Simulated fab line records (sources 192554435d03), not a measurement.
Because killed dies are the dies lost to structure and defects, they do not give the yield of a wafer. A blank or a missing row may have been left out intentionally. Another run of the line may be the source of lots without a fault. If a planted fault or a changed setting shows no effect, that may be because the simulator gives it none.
Which tool did it? + flow n5Finfet + Sampling: 8 lots, 24 wafers, 6 of 1938 route steps

WHAT THE GAUGES READ, wafer by wafer
N5_BEOL_M0_SAQP_CD_MEAS_40 targets a cd of 30 nm.
| lot  | measured     | on       | cdNm (nm)         |
|------|--------------|----------|-------------------|
| L293 | day 5 22:57  | cdSem-01 | 29.96 29.55 29.82 |
| L295 | day 6 11:22  | cdSem-02 | 29.80 29.97 29.94 |
| L298 | day 6 23:20  | cdSem-02 | 29.92 29.79 30.26 |
| L304 | day 8 18:42  | cdSem-01 | 30.20 29.65 29.52 |
| L307 | day 9 10:33  | cdSem-01 | 29.63 29.70 30.01 |
| L310 | day 10 06:56 | cdSem-03 | 30.31 30.19 30.02 |
| L312 | day 10 13:56 | cdSem-01 | 30.05 30.13 30.18 |
| L315 | day 11 09:02 | cdSem-01 | 30.14 29.92 30.09 |

N5_BEOL_M0_CUTY_INSPECT_59: inspects for defects (macro).
| lot  | measured     | on               | rawDefectCount |
|------|--------------|------------------|----------------|
| L293 | day 6 00:26  | defectInspect-01 | 2 2 0          |
| L295 | day 6 13:28  | defectInspect-02 | 3 1 2          |
| L298 | day 7 01:04  | defectInspect-02 | 3 3 3          |
| L304 | day 8 20:43  | defectInspect-01 | 1 1 0          |
| L307 | day 9 12:01  | defectInspect-01 | >300 >300 >300 |
| L310 | day 10 08:20 | defectInspect-01 | >300 >300 >300 |
| L312 | day 10 15:26 | defectInspect-01 | 2 4 5          |
| L315 | day 11 10:38 | defectInspect-01 | 2 1 0          |

N5_BEOL_M4_RC_MEAS_101.
| lot  | measured     | on        | DIBL_N (mV/V)  | DIBL_P (mV/V)  | IOFF_N (nA/um)    | IOFF_P (nA/um) | ION_N (uA/um) | ION_P (uA/um) | SS_N (mV/dec)  | SS_P (mV/dec)  | VT_N (mV)         | VT_P (mV)      |
|------|--------------|-----------|----------------|----------------|-------------------|----------------|---------------|---------------|----------------|----------------|-------------------|----------------|
| L293 | day 7 23:18  | prober-01 | 35.0 37.3 36.1 | 35.9 38.7 37.2 | 0.143 0.184 0.163 | 0.21 0.26 0.23 | 657 680 663   | 457 468 460   | 71.2 71.9 72.0 | 73.6 74.2 73.8 | 253.3 247.2 250.5 | -248 -245 -249 |
| L295 | day 8 18:02  | prober-01 | 36.1 37.7 35.5 | 37.5 39.1 36.7 | 0.159 0.190 0.152 | 0.23 0.27 0.22 | 674 678 677   | 469 469 471   | 71.1 71.6 71.4 | 73.0 73.6 73.6 | 248.9 249.7 253.0 | -247 -248 -252 |
| L298 | day 9 05:38  | prober-01 | 35.7 37.9 37.6 | 35.3 38.6 37.6 | 0.135 0.182 0.172 | 0.19 0.24 0.22 | 663 680 689   | 459 464 470   | 71.3 71.5 71.0 | 73.8 74.6 74.1 | 253.6 247.2 249.3 | -253 -248 -251 |
| L304 | day 11 05:37 | prober-02 | 37.6 35.4 36.4 | 38.3 34.8 36.9 | 0.190 0.134 0.165 | 0.26 0.19 0.23 | 675 655 686   | 466 447 467   | 71.9 70.7 71.2 | 73.5 72.7 73.6 | 247.7 255.9 248.5 | -248 -253 -251 |
| L307 | day 11 10:32 | prober-01 | 37.3 38.3 36.1 | 38.5 39.0 36.6 | 0.196 0.204 0.161 | 0.24 0.25 0.22 | 682 694 687   | 462 464 469   | 71.8 71.9 70.9 | 74.2 74.2 74.0 | 245.1 244.8 248.7 | -249 -248 -249 |
| L310 | day 12 16:38 | prober-01 | 37.0 38.6 38.9 | 38.6 40.0 39.9 | 0.158 0.175 0.186 | 0.21 0.22 0.23 | 673 676 676   | 466 457 459   | 71.4 72.2 72.4 | 73.5 73.9 74.1 | 249.6 251.9 250.7 | -250 -253 -251 |
| L312 | day 12 18:17 | prober-02 | 37.8 35.1 34.4 | 39.6 36.1 35.9 | 0.191 0.142 0.128 | 0.22 0.17 0.17 | 679 671 656   | 457 448 454   | 71.9 71.0 70.8 | 74.2 73.7 73.8 | 247.5 251.1 255.7 | -252 -258 -254 |
| L315 | day 13 15:49 | prober-02 | 37.3 38.3 37.7 | 36.0 37.0 35.6 | 0.184 0.213 0.183 | 0.25 0.29 0.25 | 675 673 673   | 464 460 462   | 71.8 71.7 72.7 | 73.7 74.9 74.1 | 246.7 245.4 249.9 | -246 -246 -247 |

EACH LOT AND THE TOOL THAT RAN IT (in order: tool; ch and the chambers of the sampled wafers; start)
| lot  | N5_BEOL_M0_SAQP_ETCH_73           | N5_BEOL_M0_SAQP_CUT_ETCH_46       | N5_BEOL_M0_CUTY_DESCUM_61         |
|------|-----------------------------------|-----------------------------------|-----------------------------------|
| L293 | rieDiel-06 ch 0,2, day 5 23:07    | rieDiel-06 ch 0,2, day 5 23:10    | rieDiel-04 ch 0,1,3, day 6 01:02  |
| L295 | rieDiel-06 ch 0,2, day 6 12:10    | rieDiel-06 ch 0,2, day 6 12:12    | rieDiel-05 ch 0,1,3, day 6 13:31  |
| L298 | rieDiel-02 ch 0,1,2, day 6 23:46  | rieDiel-02 ch 0,1,2, day 6 23:48  | rieDiel-03 ch 0,3, day 7 01:10    |
| L304 | rieDiel-02 ch 2,3, day 8 18:53    | rieDiel-02 ch 2,3, day 8 18:55    | rieDiel-03 ch 0,3, day 8 20:45    |
| L307 | rieDiel-06 ch 0,1,2, day 9 10:43  | rieDiel-06 ch 0,1,2, day 9 10:45  | rieDiel-05 ch 0,1,2, day 9 12:04  |
| L310 | rieDiel-06 ch 0,2, day 10 07:06   | rieDiel-06 ch 0,2, day 10 07:08   | rieDiel-05 ch 1,3, day 10 08:23   |
| L312 | rieDiel-01 ch 0,2,3, day 10 14:06 | rieDiel-01 ch 0,2,3, day 10 14:08 | rieDiel-05 ch 0,2,3, day 10 15:28 |
| L315 | rieDiel-02 ch 0,2, day 11 09:13   | rieDiel-02 ch 0,2, day 11 09:15   | rieDiel-03 ch 0,1, day 11 10:57   |
- N5_BEOL_M0_SAQP_ETCH_73: etches SiARC in CF4, target depth 19.5 nm, time 32.5 s.
- N5_BEOL_M0_SAQP_CUT_ETCH_46: etches SOC in N2/H2, target depth 135 nm, overetch 27 nm, time 202.5 s.
- N5_BEOL_M0_CUTY_DESCUM_61: chemistry O2, time 7.9 s.

AS READ BY THE TOOLS THEMSELVES (means over the sampled wafers that have a number; for cases with no such wafer, the mark the record gives instead)
N5_BEOL_M0_SAQP_ETCH_73.
| lot  | tool       | drypumpMotorCurrentA (A) | etchRfOnTimeS (s) | oesProductAu (a.u.) | rfVppV (V) | showerheadPlenumPTorr (Torr) | throttleValvePct (%) |
|------|------------|--------------------------|-------------------|---------------------|------------|------------------------------|----------------------|
| L293 | rieDiel-06 | 5.4                      | 32.8              | 0.64                | 184.6      | 2.12                         | 15.80                |
| L295 | rieDiel-06 | 5.2                      | 32.8              | 0.64                | 183.4      | 2.10                         | 15.70                |
| L298 | rieDiel-02 | 5.6                      | 32.6              | 0.69                | 183.9      | 2.13                         | 15.38                |
| L304 | rieDiel-02 | 5.6                      | 32.2              | 0.66                | 183.8      | 2.12                         | 15.58                |
| L307 | rieDiel-06 | 5.1                      | 32.9              | 0.63                | 183.1      | 2.09                         | 15.74                |
| L310 | rieDiel-06 | 5.3                      | 33.0              | 0.61                | 184.1      | 2.11                         | 15.84                |
| L312 | rieDiel-01 | 5.8                      | 32.4              | 0.62                | 183.9      | 2.08                         | 15.57                |
| L315 | rieDiel-02 | 5.2                      | 32.6              | 0.69                | 185.5      | 2.19                         | 15.40                |

N5_BEOL_M0_SAQP_CUT_ETCH_46.
| lot  | tool       | drypumpMotorCurrentA (A) | rfVppV (V) | showerheadPlenumPTorr (Torr) | throttleValvePct (%) |
|------|------------|--------------------------|------------|------------------------------|----------------------|
| L293 | rieDiel-06 | 5.3                      | 523.3      | 2.52                         | 18.03                |
| L295 | rieDiel-06 | 5.2                      | 522.7      | 2.48                         | 17.90                |
| L298 | rieDiel-02 | 5.6                      | 523.4      | 2.53                         | 17.64                |
| L304 | rieDiel-02 | 5.6                      | 523.1      | 2.50                         | 17.72                |
| L307 | rieDiel-06 | 5.1                      | 521.4      | 2.47                         | 17.94                |
| L310 | rieDiel-06 | 5.3                      | 521.8      | 2.50                         | 18.09                |
| L312 | rieDiel-01 | 5.8                      | 521.9      | 2.46                         | 17.78                |
| L315 | rieDiel-02 | 5.2                      | 525.2      | 2.60                         | 17.64                |

N5_BEOL_M0_CUTY_DESCUM_61.
| lot  | tool       | drypumpMotorCurrentA (A) | oesProductAu (a.u.) | rfVppV (V) | showerheadPlenumPTorr (Torr) | throttleValvePct (%) |
|------|------------|--------------------------|---------------------|------------|------------------------------|----------------------|
| L293 | rieDiel-04 | 5.9                      | 0.69                | 242.3      | 2.08                         | 20.58                |
| L295 | rieDiel-05 | 6.1                      | 0.76                | 242.7      | 2.09                         | 20.56                |
| L298 | rieDiel-03 | 6.1                      | 0.84                | 242.9      | 2.11                         | 20.38                |
| L304 | rieDiel-03 | 6.1                      | 0.82                | 243.4      | 2.11                         | 20.42                |
| L307 | rieDiel-05 | 6.2                      | 0.86                | 243.0      | 2.04                         | 20.27                |
| L310 | rieDiel-05 | 6.2                      | 0.76                | 243.0      | 2.12                         | 20.69                |
| L312 | rieDiel-05 | 6.2                      | 0.77                | 242.8      | 2.06                         | 20.39                |
| L315 | rieDiel-03 | 6.2                      | 0.86                | 242.5      | 2.06                         | 20.64                |

THE ANSWER, worked out from the rows above alone
Rule: what is usual is taken from the lots themselves. Put in order of their means at a reading, lots are off if they are a third of the lots or fewer, leave a main group of 4 or more, and stand apart from it by a gap of 3 or more times the standard deviation of the main group's means; of several such gaps the widest counts. If all means in a main group match to the digits the tables above print for the reading, that group is not used. A lot without any number at a reading at which 4 lots or more have one is off too. The other lots that the step has rows for count as sound. First the gauges in route order, then the tools' own readings, where a lot's mean is used as printed above. At the first step where some lot is off, the reading lying furthest off is the one used; lots without a number count as furthest.
Off, at N5_BEOL_M0_CUTY_INSPECT_59 on rawDefectCount: L307, L310. Without a number there: L307, L310. The main group has a mean of 1.9 with a standard deviation of 1.1.
If a tool, at a process step before that reading, ran all the lots that are off and no sound lot after the first of them, it fits. Those tools and the gauges at N5_BEOL_M0_CUTY_INSPECT_59 are tried in the same way. One fits: N5_BEOL_M0_SAQP_ETCH_73 and N5_BEOL_M0_SAQP_CUT_ETCH_46 on rieDiel-06. At N5_BEOL_M0_SAQP_ETCH_73 its last sound lot is L295 (day 6 12:10), its first lot that is off L307 (day 9 10:43): a fault that began between those two fits.

WHAT THE SIMULATOR HAD PUT IN
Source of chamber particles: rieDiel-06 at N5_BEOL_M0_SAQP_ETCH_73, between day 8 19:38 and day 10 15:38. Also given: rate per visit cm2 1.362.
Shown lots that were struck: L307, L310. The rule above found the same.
